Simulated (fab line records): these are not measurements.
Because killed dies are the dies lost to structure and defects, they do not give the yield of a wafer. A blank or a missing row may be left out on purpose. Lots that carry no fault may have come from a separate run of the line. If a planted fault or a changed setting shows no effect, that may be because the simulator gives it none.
Chamber matching | flow n5_finfet | 4 sister chambers for N5_STI_FIN_REVEAL_ETCH_34 on rie_si-04
The step etches Si in H2, material Si, target depth 0.97 nm. 14 wafers are shown with their chamber, then 7 later ones without.

== EACH WAFER AND ITS CHAMBER ==
wafer  | chamber | throttle_valve_pct (%) | drypump_motor_current_A (A) | oes_product_au (a.u.)
L077.1 | 0       | 25.5                   | 5.8                         | 0.997
L077.5 | 2       | 25.6                   | 5.5                         | 1.012
L077.6 | 3       | 25.3                   | 6.0                         | 0.978
L079.3 | 2       | 25.6                   | 5.5                         | 1.022
L079.4 | 3       | 25.3                   | 6.0                         | 0.990
L079.6 | 3       | 25.3                   | 6.0                         | 0.995
L080.3 | 3       | 25.3                   | 6.1                         | 0.995
L080.4 | 1       | 25.8                   | 5.8                         | 0.997
L080.5 | 3       | 25.2                   | 6.0                         | 1.001
L087.1 | 3       | 25.3                   | 6.0                         | 0.984
L087.2 | 1       | 25.8                   | 5.8                         | 0.997
L087.3 | 2       | 25.6                   | 5.5                         | 1.015
L088.1 | 3       | 25.2                   | 6.0                         | 0.985
L088.4 | 1       | 25.8                   | 5.7                         | 0.987

SIGNATURES, as means of the wafers listed above
reading                 | chamber 0 | chamber 1 | chamber 2 | chamber 3 | scatter within a chamber
throttle_valve_pct      | 25.500    | 25.800    | 25.600    | 25.271    | 0.0378
drypump_motor_current_A | 5.800     | 5.767     | 5.500     | 6.014     | 0.039
oes_product_au          | 0.99700   | 0.99367   | 1.01633   | 0.98971   | 0.00703
Rule: a wafer's distance from a chamber is the root of the sum, over the readings, of the square of ((its reading less the chamber's mean) divided by the reading's scatter). The wafer belongs to the nearest chamber; if the next one is less than 2 further off, it can't be placed. The scatter is the square root of a quotient: the sum, over the shown wafers, of each reading's squared deviation from its chamber's mean, divided by wafers minus chambers.

== WAFERS WITHOUT THEIR CHAMBER ==
wafer  | throttle_valve_pct (%) | drypump_motor_current_A (A) | oes_product_au (a.u.)
L088.6 | 25.6                   | 5.6                         | 1.012
L090.3 | 25.6                   | 5.5                         | 1.010
L090.4 | 25.5                   | 5.8                         | 0.995
L090.6 | 25.6                   | 5.6                         | 1.026
L095.2 | 25.8                   | 5.7                         | 1.014
L095.3 | 25.6                   | 5.5                         | 1.013
L095.4 | 25.2                   | 6.0                         | 0.994

== WHICH CHAMBER EACH ONE RAN IN ==
wafer  | from the rows above | in truth
L088.6 | 2                   | 2
L090.3 | 2                   | 2
L090.4 | 0                   | 0
L090.6 | 2                   | 2
L095.2 | 1                   | 1
L095.3 | 2                   | 2
L095.4 | 3                   | 3
7 of 7 placed correctly. Not placeable from these rows: 0. Placed wrongly: 0.
